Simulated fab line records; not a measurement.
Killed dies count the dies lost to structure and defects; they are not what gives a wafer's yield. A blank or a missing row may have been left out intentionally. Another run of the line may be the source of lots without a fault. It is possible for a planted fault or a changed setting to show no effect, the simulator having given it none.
Which tool was responsible? / flow nand-harc / 24 lots, 72 wafers sampled, at 2 steps of a route of 1159

== WHAT EACH GAUGE READ, for each wafer ==
NHARC_A_CHANNEL_HOLE_D1_INSPECT_12.
lot=L074; measured=day 7 19:12; on=defect-inspect-01; raw-defect-count=6 5 3
lot=L075; measured=day 8 19:25; on=defect-inspect-02; raw-defect-count=11 4 5
lot=L076; measured=day 8 19:41; on=defect-inspect-02; raw-defect-count=8 22 7
lot=L079; measured=day 9 08:20; on=defect-inspect-02; raw-defect-count=7 6 9
lot=L077; measured=day 9 08:23; on=defect-inspect-01; raw-defect-count=4 6 4
lot=L078; measured=day 9 09:27; on=defect-inspect-02; raw-defect-count=15 5 7
lot=L080; measured=day 9 18:47; on=defect-inspect-02; raw-defect-count=8 3 5
lot=L082; measured=day 9 23:43; on=defect-inspect-02; raw-defect-count=5 2 4
lot=L081; measured=day 10 00:26; on=defect-inspect-01; raw-defect-count=8 5 2
lot=L083; measured=day 10 08:01; on=defect-inspect-01; raw-defect-count=6 4 7
lot=L084; measured=day 10 15:49; on=defect-inspect-01; raw-defect-count=5 2 3
lot=L087; measured=day 11 06:50; on=defect-inspect-01; raw-defect-count=4 8 3
lot=L086; measured=day 11 08:00; on=defect-inspect-01; raw-defect-count=10 10 5
lot=L085; measured=day 11 08:16; on=defect-inspect-01; raw-defect-count=6 6 2
lot=L088; measured=day 11 23:13; on=defect-inspect-01; raw-defect-count=7 10 7
lot=L089; measured=day 12 00:33; on=defect-inspect-02; raw-defect-count=3 9 8
lot=L091; measured=day 12 00:43; on=defect-inspect-01; raw-defect-count=9 10 6
lot=L090; measured=day 12 08:26; on=defect-inspect-02; raw-defect-count=3 5 6
lot=L092; measured=day 12 12:21; on=defect-inspect-01; raw-defect-count=7 3 5
lot=L093; measured=day 13 07:04; on=defect-inspect-02; raw-defect-count=7 5 4
lot=L095; measured=day 13 08:28; on=defect-inspect-01; raw-defect-count=4 4 2
lot=L094; measured=day 13 08:49; on=defect-inspect-02; raw-defect-count=10 7 9
lot=L096; measured=day 13 19:22; on=defect-inspect-01; raw-defect-count=4 8 4
lot=L097; measured=day 13 20:14; on=defect-inspect-01; raw-defect-count=8 6 4

NHARC_A_CHANNEL_HOLE_D1_INSPECT_40.
lot=L074; measured=day 8 02:51; on=defect-inspect-02; raw-defect-count=34 36 36
lot=L075; measured=day 9 02:24; on=defect-inspect-02; raw-defect-count=58 59 51
lot=L076; measured=day 9 02:38; on=defect-inspect-01; raw-defect-count=61 42 44
lot=L079; measured=day 9 15:20; on=defect-inspect-01; raw-defect-count=78 82 56
lot=L077; measured=day 9 16:00; on=defect-inspect-02; raw-defect-count=69 51 71
lot=L078; measured=day 9 19:31; on=defect-inspect-02; raw-defect-count=75 62 70
lot=L080; measured=day 10 01:53; on=defect-inspect-02; raw-defect-count=53 76 59
lot=L082; measured=day 10 06:41; on=defect-inspect-01; raw-defect-count=83 75 79
lot=L081; measured=day 10 07:44; on=defect-inspect-01; raw-defect-count=37 32 40
lot=L083; measured=day 10 14:57; on=defect-inspect-02; raw-defect-count=70 57 77
lot=L084; measured=day 10 22:49; on=defect-inspect-02; raw-defect-count=65 51 92
lot=L087; measured=day 11 13:48; on=defect-inspect-01; raw-defect-count=57 40 39
lot=L086; measured=day 11 14:58; on=defect-inspect-02; raw-defect-count=56 57 59
lot=L085; measured=day 11 20:17; on=defect-inspect-02; raw-defect-count=57 61 75
lot=L088; measured=day 12 06:10; on=defect-inspect-01; raw-defect-count=47 60 52
lot=L089; measured=day 12 07:30; on=defect-inspect-02; raw-defect-count=108 62 98
lot=L091; measured=day 12 10:21; on=defect-inspect-02; raw-defect-count=41 51 57
lot=L090; measured=day 12 16:08; on=defect-inspect-01; raw-defect-count=33 28 45
lot=L092; measured=day 12 19:18; on=defect-inspect-02; raw-defect-count=99 80 90
lot=L093; measured=day 13 14:23; on=defect-inspect-01; raw-defect-count=78 96 94
lot=L095; measured=day 13 15:26; on=defect-inspect-01; raw-defect-count=69 90 36
lot=L094; measured=day 13 18:23; on=defect-inspect-01; raw-defect-count=106 74 60
lot=L096; measured=day 14 02:18; on=defect-inspect-01; raw-defect-count=78 73 48
lot=L097; measured=day 14 06:30; on=defect-inspect-01; raw-defect-count=56 65 48

== WHAT TOOL EACH LOT RAN ON (gives the tool, then ch and the chambers of the sampled wafers, and finally the start) ==
No process step before these readings appears in the record.

== WHAT THE TOOLS THEMSELVES READ (means of the sampled wafers that have a number; where no wafer has one, the mark that the record gives instead) ==
The record holds no such reading with a usual standard deviation.

== THE ANSWER, worked out from the rows above alone ==
Rule: the usual values come from the lots themselves. Put in order of their means at a reading, lots are off if they are a third of the lots or fewer, leave a main group of 4 or more, and stand apart from it by a gap of 3 or more times the standard deviation of the main group's means; of several such gaps the widest counts. A main group is skipped when, at the precision printed for the reading in the tables above, its means are all equal. Also off: a lot with no number at a reading for which 4 or more lots have one. Any other lot the step has rows for is counted as sound. The gauges are gone through in route order, then the tools' own readings, and for those a lot's mean is taken as printed above. The first step at which some lot is off is used, and at that step the reading that is off furthest; a lot without a number counts as furthest.
None of the lots is off at any reading shown; this tells nothing.

== WHAT WAS PUT IN BY THE SIMULATOR ==
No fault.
